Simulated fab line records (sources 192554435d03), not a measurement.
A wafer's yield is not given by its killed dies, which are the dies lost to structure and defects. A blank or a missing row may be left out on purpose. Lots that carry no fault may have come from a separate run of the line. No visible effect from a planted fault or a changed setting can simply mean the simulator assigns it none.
A lot that was struck, set against a sound lot / flow n5 finfet / 37 out of 1938 route steps
Sound: the wafers L790.1, L790.4, L790.6. Struck: wafer L787.5 (left out: L787.3, L787.6 of the same lot, which were not struck); the cause appears at the end.
For every step that has rows: the tool of each side, followed by ch and its chambers, followed by its first start. Under that, the readings that differ: sound wafers / struck wafers / difference of the means / sigmas: that difference in standard deviations of wafers without a fault.
alike: readings with means less than 2 such deviations apart, plus words and numbers identical on both sides. not compared: withheld readings, readings lacking a value on some wafer, bounds such as >300 that could conceal the same value, and numbers that have no deviation in the record and whose values overlap.
A row with sigmas, a row that says differs or no value, or rows on one side alone: a step with any of these is where the two part. When numbers do not overlap yet have no deviation, they are printed without sigmas and do not part them. A reading that every wafer of one side lacks parts them only if that side has two wafers or more.

first, 9 steps without rows for these wafers: N5_BEOL_M6_ALD_77 (deposits TaN, target thk 2 nm, pulse time 2 s, purge time 3 s); N5_BEOL_M6_SURFACE_TREAT_79; N5_BEOL_M6_CVD_78 (deposits Co from CCTBA/H2, target thk 2 nm, time 142.3 s); N5_BEOL_M6_SPUTTER_48 (material Cu, target thk 10 nm, time 1.667 s); N5_BEOL_M6_ECD_50 (material Cu, target thk 300 nm); N5_BEOL_M6_ANNEAL_51 (time 90 s); N5_BEOL_M6_CMP_52 (polishes, stops on SiCOH lowk, t overpolish 6.9 s, target thk 80 nm); N5_BEOL_M6_PRE_CLEAN_55 (time 15 s); N5_BEOL_M6_DEP_56 (deposits SiCN from 3MS/NH3, target thk 10 nm, time 17.5 s).
N5_BEOL_M7_ILD_DEP_00: deposits SiCOH lowk from DEMS/porogen, target thk 179.75 nm, time 33.4 s.
  sound on pecvd-02 ch 0,2, day 16 23:38; struck on pecvd-01 ch 1, day 16 16:02
reading=model.SiCOH_lowk_of_BEOL_M7_ILD_DEP_00.thk nm (nm); sound=182.4 180.6 183.6; struck=243; difference=+61; sigmas=
  alike: heater power w, showerhead plenum p Torr, throttle valve pct
then, 1 step without rows for these wafers: N5_BEOL_M7_CURE_74 (cures SiCOH lowk, time 240 s).
N5_BEOL_M7_THK_MEAS_01:
  sound on film metro-02, day 17 00:28; struck on film metro-01, day 16 17:12
reading=M7_ILD_THK (nm); sound=157.3 155.8 158.4; struck=210.5; difference=+53.3; sigmas=+24
then, 23 steps without rows for these wafers: N5_BEOL_M7_PECVD_70 (deposits SiO2 from TEOS/O2, target thk 20 nm, time 22.7 s); N5_BEOL_M7_HM_DEP_02 (deposits TiN, target thk 20 nm); N5_BEOL_M7_COAT_59 (time 60 s, resist thk 100 nm); N5_BEOL_M7_COAT_60 (time 60 s, resist thk 35 nm); N5_BEOL_M7_COAT_05 (resist thk 90 nm); N5_BEOL_M7_EBR_07; N5_BEOL_M7_SOFTBAKE_06 (time 60 s); N5_BEOL_M7_EXPOSE_08 (exposes mask M7); N5_BEOL_M7_PEB_09 (peb time 60 s); N5_BEOL_M7_DEVELOP_10 (develop time 30 s); N5_BEOL_M7_DESCUM_16 (chemistry O2, time 7.9 s); N5_BEOL_M7_ETCH_61 (etches SiARC in CF4, target depth 45.5 nm, time 75.8 s); N5_BEOL_M7_ETCH_62 (etches SOC in N2/H2, target depth 110 nm, overetch 22 nm, time 165 s); N5_BEOL_M7_STRIP_68 (strips in N2/H2); N5_BEOL_M7_STRIP_67 (strips in CF4); N5_BEOL_M7_HM_OPEN_17 (chemistry Cl2/BCl3, target TiN, target depth 20 nm, overetch 6 nm); N5_BEOL_M7_STRIP_19 (strips in O2); N5_BEOL_M7_COAT_63 (time 60 s, resist thk 60 nm); N5_BEOL_M7_COAT_64 (time 60 s, resist thk 12 nm); N5_BEOL_M7_COAT_71 (time 60 s, resist thk 5 nm); N5_BEOL_M7_COAT_22 (resist thk 30 nm); N5_BEOL_M7_EBR_24; N5_BEOL_M7_SOFTBAKE_23 (time 60 s).
N5_BEOL_M7_CMP_52: polishes, stops on SiCOH lowk, t overpolish 6.9 s, target thk 80 nm.
  sound on cmp-03 ch 0,2, day 17 09:22; struck on cmp-02 ch 3, day 17 00:50
reading=head pressure psi (psi); sound=1.0009 0.9941 0.9955; struck=1.0047; difference=+0.0079; sigmas=+3
reading=model.SiCOH_lowk_of_BEOL_M7_ILD_DEP_00.thk nm (nm); sound=154.4 152.8 155.4; struck=207.4; difference=+53.2; sigmas=
  alike: motor current A
N5_PASSIVATION_PROBE_49:
  the record holds rows for the sound wafers here (prober-02, day 21 11:31) but none for the struck ones

== WHERE THEY PART ==
Earliest at N5_BEOL_M7_THK_MEAS_01; latest, in this record, at N5_PASSIVATION_PROBE_49.

WHY: the cause the simulator had injected
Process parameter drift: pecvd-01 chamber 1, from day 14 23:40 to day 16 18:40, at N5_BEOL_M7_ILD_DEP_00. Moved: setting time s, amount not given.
